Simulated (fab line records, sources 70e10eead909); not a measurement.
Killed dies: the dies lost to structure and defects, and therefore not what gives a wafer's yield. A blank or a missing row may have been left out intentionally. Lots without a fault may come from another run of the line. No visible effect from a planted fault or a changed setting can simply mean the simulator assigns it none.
A struck lot beside a sound one / flow nand_harc / 14 steps out of a route of 1159
Sound: the wafers L353.2, L353.5, L353.6. Wafers struck: L360.1, L360.3, L360.6. The cause comes at the end.
For every step that has rows: the tool of each side, followed by ch and its chambers, followed by its first start. Under that, the readings that differ: sound wafers / struck wafers / difference of the means / sigmas: that difference in standard deviations of wafers without a fault.
alike: readings with means less than 2 such deviations apart, plus words and numbers identical on both sides. not compared: withheld readings, readings lacking a value on some wafer, bounds such as >300 that could conceal the same value, and numbers that have no deviation in the record and whose values overlap.
A row with sigmas, a row that says differs or no value, or rows on one side alone: a step with any of these is where the two part. Numbers that don't overlap but have no deviation are shown without sigmas and don't part them. Lack of a reading on every wafer of one side parts them only where that side has two or more wafers.

first, 4 steps without rows for these wafers: NHARC_P_CONTACT_EBR_08; NHARC_P_CONTACT_EXPOSE_09 (exposes mask P CA, target cd 90 nm); NHARC_P_CONTACT_PEB_10 (peb time 65 s); NHARC_P_CONTACT_DEVELOP_11 (develop time 35 s).
NHARC_P_CONTACT_CD_MEAS_12 targets a cd of 90 nm.
  sound on cd_sem-02 ch 0, day 6 00:45; struck on cd_sem-02 ch 0, day 8 06:00
  alike: cd_nm
NHARC_P_CONTACT_OVL_MEAS_13:
  sound on overlay-02 at day 6 00:50; struck on overlay-02 at day 8 06:05
  alike: overlay_x_nm, overlay_y_nm
NHARC_P_CONTACT_INSPECT_14:
  sound on defect_inspect-02 at day 6 00:52; struck on defect_inspect-01 at day 8 06:07
  alike: raw_defect_count
NHARC_P_CONTACT_DESCUM_17: chemistry O2, time 3 s.
  sound on rie_diel-08 ch 0,1,2, day 6 00:58; struck on rie_diel-08 ch 0,1, day 8 06:11
  alike: drypump_motor_current_A, oes_product_au, rf_vpp_V, showerhead_plenum_p_Torr, throttle_valve_pct
  not compared: rf_hours_counter_h
NHARC_P_CONTACT_ETCH_35: etches the open film in CF4, target depth 39 nm, time 65 s.
  sound on rie_diel-08 ch 0,1,2, day 6 01:02; struck on rie_diel-08 ch 1,2, day 8 06:17
  alike: drypump_motor_current_A, oes_product_au, rf_vpp_V, showerhead_plenum_p_Torr, throttle_valve_pct
  not compared: rf_hours_counter_h
NHARC_P_CONTACT_ETCH_36: etches the open film in N2/H2, target depth 260 nm, time 406.25 s.
  sound: rie_diel-08 ch 0,1,3; struck: rie_diel-08 ch 0,1
  alike: drypump_motor_current_A, oes_product_au, rf_vpp_V, showerhead_plenum_p_Torr, throttle_valve_pct
  not compared: rf_hours_counter_h
NHARC_P_CONTACT_ETCH_18: etches the open film in C4F8/O2/Ar, target depth 481 nm, time 240.5 s.
  sound: rie_diel-08 ch 0,1,2; struck: rie_diel-08 ch 0,1
  alike: oes_product_au, rf_vpp_V
  not compared: rf_hours_counter_h
then, 1 step without rows for these wafers: NHARC_P_CONTACT_STRIP_37 (strips in C4F8/O2/Ar).
NHARC_P_CONTACT_ETCH_31: etches the open film in CH3F/O2, target depth 30 nm, time 85.7 s.
  sound on rie_diel-08 ch 0,3, day 6 01:41; struck on rie_diel-08 ch 0,2, day 8 07:04
reading=oes_product_au (a.u.); sound=0.993 0.977 0.989; struck=0.668 0.667 0.677; difference=-0.316; sigmas=-26
  alike: drypump_motor_current_A, rf_vpp_V, showerhead_plenum_p_Torr, throttle_valve_pct
  not compared: rf_hours_counter_h
NHARC_P_CONTACT_CD_MEAS_19:
  sound on cd_sem-02 at day 6 01:48; struck on cd_sem-01 at day 8 07:13
  alike: cd_nm

== WHERE THEY PART ==
Only at NHARC_P_CONTACT_ETCH_31, as far as this record shows. Later steps at which nothing parts them and some readings are alike: NHARC_P_CONTACT_CD_MEAS_19.

WHY: whatever the simulator had introduced
Drift in process parameters on rie_diel-08 at NHARC_P_CONTACT_ETCH_31, starting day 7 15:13. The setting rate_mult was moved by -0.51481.
